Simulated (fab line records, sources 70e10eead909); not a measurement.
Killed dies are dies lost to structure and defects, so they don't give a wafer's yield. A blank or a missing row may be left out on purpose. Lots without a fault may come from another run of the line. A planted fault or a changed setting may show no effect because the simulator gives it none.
Which tool did it? | flow nand_harc | 14 lots, 42 wafers sampled, at 6 steps of a route of 1302

WHAT THE GAUGES READ, wafer by wafer
NHARC_A_SOURCE_PLATE_THK_MEAS_06: measures by ellipsometry.
lot  | measured     | on            | thk_nm (nm)
L898 | day 7 16:07  | film_metro-01 | 201.4 196.8 198.4
L900 | day 8 11:07  | film_metro-02 | 202.8 203.0 203.8
L902 | day 9 04:30  | film_metro-02 | 201.8 199.5 199.6
L903 | day 9 16:04  | film_metro-01 | 201.2 203.6 201.1
L904 | day 10 09:54 | film_metro-01 | 201.5 200.0 201.4
L907 | day 11 20:34 | film_metro-01 | 199.0 197.6 198.5
L908 | day 11 20:34 | film_metro-02 | 199.1 199.9 199.3
L910 | day 12 13:35 | film_metro-01 | 201.0 202.0 201.7
L913 | day 13 22:20 | film_metro-01 | 196.7 195.9 196.8
L914 | day 14 23:20 | film_metro-01 | 202.6 200.2 198.6
L917 | day 15 13:02 | film_metro-01 | 203.3 200.7 198.2
L918 | day 16 04:52 | film_metro-01 | 198.0 199.4 200.5
L919 | day 16 17:07 | film_metro-01 | 196.9 196.6 195.2
L920 | day 16 21:31 | film_metro-01 | 201.1 202.3 198.7

NHARC_A_ONON_D1_THK_MEAS_02: measures by ellipsometry.
lot  | measured     | on            | thk_nm (nm)
L898 | day 7 16:47  | film_metro-02 | 987 988 989
L900 | day 8 11:47  | film_metro-02 | 990 990 990
L902 | day 9 05:09  | film_metro-01 | 1011 1012 1012
L903 | day 9 16:44  | film_metro-01 | 998 998 997
L904 | day 10 10:35 | film_metro-02 | 997 998 998
L907 | day 11 21:14 | film_metro-02 | 988 990 991
L908 | day 11 21:14 | film_metro-01 | 1014 1015 1013
L910 | day 12 14:16 | film_metro-02 | 988 987 986
L913 | day 13 22:59 | film_metro-02 | 999 1001 1000
L914 | day 14 23:58 | film_metro-01 | 1000 1002 1004
L917 | day 15 13:42 | film_metro-01 | 997 996 996
L918 | day 16 05:30 | film_metro-02 | 995 996 998
L919 | day 16 17:45 | film_metro-01 | 984 982 982
L920 | day 16 22:10 | film_metro-01 | 1001 1000 1002

NHARC_A_ONON_D1_THK_MEAS_08: measures by ellipsometry.
lot  | measured     | on            | thk_nm (nm)
L898 | day 7 17:55  | film_metro-01 | 1011 1012 1011
L900 | day 8 12:56  | film_metro-02 | 1000 998 999
L902 | day 9 06:37  | film_metro-01 | 1002 1003 1002
L903 | day 9 17:52  | film_metro-01 | 1008 1008 1010
L904 | day 10 11:43 | film_metro-02 | 994 994 995
L907 | day 11 22:23 | film_metro-01 | 1009 1007 1009
L908 | day 11 22:21 | film_metro-02 | 1015 1016 1017
L910 | day 12 15:25 | film_metro-02 | 991 990 991
L913 | day 14 00:07 | film_metro-01 | 1008 1006 1007
L914 | day 15 01:06 | film_metro-01 | 1009 1006 1009
L917 | day 15 14:50 | film_metro-02 | 986 986 985
L918 | day 16 06:38 | film_metro-02 | 1001 1002 1002
L919 | day 16 18:53 | film_metro-01 | 992 995 994
L920 | day 16 23:20 | film_metro-01 | 991 992 991

NHARC_A_ONON_D1_THK_MEAS_24: measures by ellipsometry.
lot  | measured     | on            | thk_nm (nm)
L898 | day 8 04:31  | film_metro-02 | 1003 1003 1002
L900 | day 8 23:01  | film_metro-01 | 984 984 984
L902 | day 9 16:17  | film_metro-01 | 984 983 983
L903 | day 10 04:01 | film_metro-01 | 1009 1007 1009
L904 | day 10 21:47 | film_metro-02 | 1009 1007 1009
L907 | day 12 08:28 | film_metro-02 | 1000 1003 1003
L908 | day 12 08:41 | film_metro-02 | 993 991 992
L910 | day 13 03:17 | film_metro-02 | 706 706 706
L913 | day 14 10:07 | film_metro-02 | 709 709 711
L914 | day 15 11:08 | film_metro-01 | 1003 1002 1001
L917 | day 16 00:47 | film_metro-02 | 1002 1003 1001
L918 | day 16 16:40 | film_metro-01 | 1016 1015 1017
L919 | day 17 05:14 | film_metro-01 | 1003 1003 1004
L920 | day 17 09:16 | film_metro-01 | 1008 1008 1007

NHARC_END_SORT_01.
lot  | measured     | on        | killed_at_array | killed_at_other | killed_at_periphery | killed_dies | killed_open | killed_short
L910 | day 29 02:52 | prober-01 | 663 669 669     | 2 4 1           | 12 4 7              | 677 677 677 | 3 2 2       | 2 2 3

WHICH TOOL RAN EACH LOT (tool, then ch and the chambers of the sampled wafers, then the start)
lot  | NHARC_A_ONON_D1_DEP_22
L898 | pecvd_onon-03 ch 0, day 8 04:07
L900 | pecvd_onon-03 ch 0, day 8 22:31
L902 | pecvd_onon-02 ch 0, day 9 15:49
L903 | pecvd_onon-03 ch 0, day 10 03:31
L904 | pecvd_onon-01 ch 0, day 10 21:19
L907 | pecvd_onon-03 ch 0, day 12 07:56
L908 | pecvd_onon-02 ch 0, day 12 08:13
L910 | pecvd_onon-02 ch 0, day 13 02:46
L913 | pecvd_onon-02 ch 0, day 14 09:37
L914 | pecvd_onon-01 ch 0, day 15 10:37
L917 | pecvd_onon-01 ch 0, day 16 00:16
L918 | pecvd_onon-03 ch 0, day 16 16:16
L919 | pecvd_onon-03 ch 0, day 17 04:47
L920 | pecvd_onon-03 ch 0, day 17 08:46
- NHARC_A_ONON_D1_DEP_22: target thk 1000 nm.

WHAT THE TOOLS THEMSELVES READ (means of the sampled wafers that have a number; where no wafer has one, the mark that the record gives instead)
NHARC_A_ONON_D1_DEP_22.
lot  | tool          | n2_flow_sccm (sccm)
L898 | pecvd_onon-03 | 2755
L900 | pecvd_onon-03 | 2755
L902 | pecvd_onon-02 | 2758
L903 | pecvd_onon-03 | 2748
L904 | pecvd_onon-01 | 2751
L907 | pecvd_onon-03 | 2759
L908 | pecvd_onon-02 | 2754
L910 | pecvd_onon-02 | 2747
L913 | pecvd_onon-02 | 2741
L914 | pecvd_onon-01 | 2739
L917 | pecvd_onon-01 | 2751
L918 | pecvd_onon-03 | 2753
L919 | pecvd_onon-03 | 2744
L920 | pecvd_onon-03 | 2741

THE ANSWER, worked out from the rows above alone
Rule: what is usual is taken from the lots themselves. Put in order of their means at a reading, lots are off if they are a third of the lots or fewer, leave a main group of 4 or more, and stand apart from it by a gap of 3 or more times the standard deviation of the main group's means; of several such gaps the widest counts. A main group whose means are all the same, to the digits that the tables above print for the reading, isn't used. A lot without any number at a reading at which 4 lots or more have one is off too. The other lots that the step has rows for count as sound. The gauges are gone through in route order, then the tools' own readings, and for those a lot's mean is taken as printed above. The first step at which some lot is off is used, and at that step the reading that is off furthest; a lot without a number counts as furthest.
Off: L910, L913, at NHARC_A_ONON_D1_THK_MEAS_24 (thk_nm). The main group: mean 1001 nm, standard deviation 9.4.
A tool fits if, at a process step before that reading, it ran every lot that is off, and no sound lot after the first of them. The gauges at NHARC_A_ONON_D1_THK_MEAS_24 are tried like those tools. One fits: pecvd_onon-02 at NHARC_A_ONON_D1_DEP_22. Its last sound lot is L908 (day 12 08:13), its first lot that is off L910 (day 13 02:46): a fault that began between those two fits.

WHAT THE SIMULATOR HAD PUT IN
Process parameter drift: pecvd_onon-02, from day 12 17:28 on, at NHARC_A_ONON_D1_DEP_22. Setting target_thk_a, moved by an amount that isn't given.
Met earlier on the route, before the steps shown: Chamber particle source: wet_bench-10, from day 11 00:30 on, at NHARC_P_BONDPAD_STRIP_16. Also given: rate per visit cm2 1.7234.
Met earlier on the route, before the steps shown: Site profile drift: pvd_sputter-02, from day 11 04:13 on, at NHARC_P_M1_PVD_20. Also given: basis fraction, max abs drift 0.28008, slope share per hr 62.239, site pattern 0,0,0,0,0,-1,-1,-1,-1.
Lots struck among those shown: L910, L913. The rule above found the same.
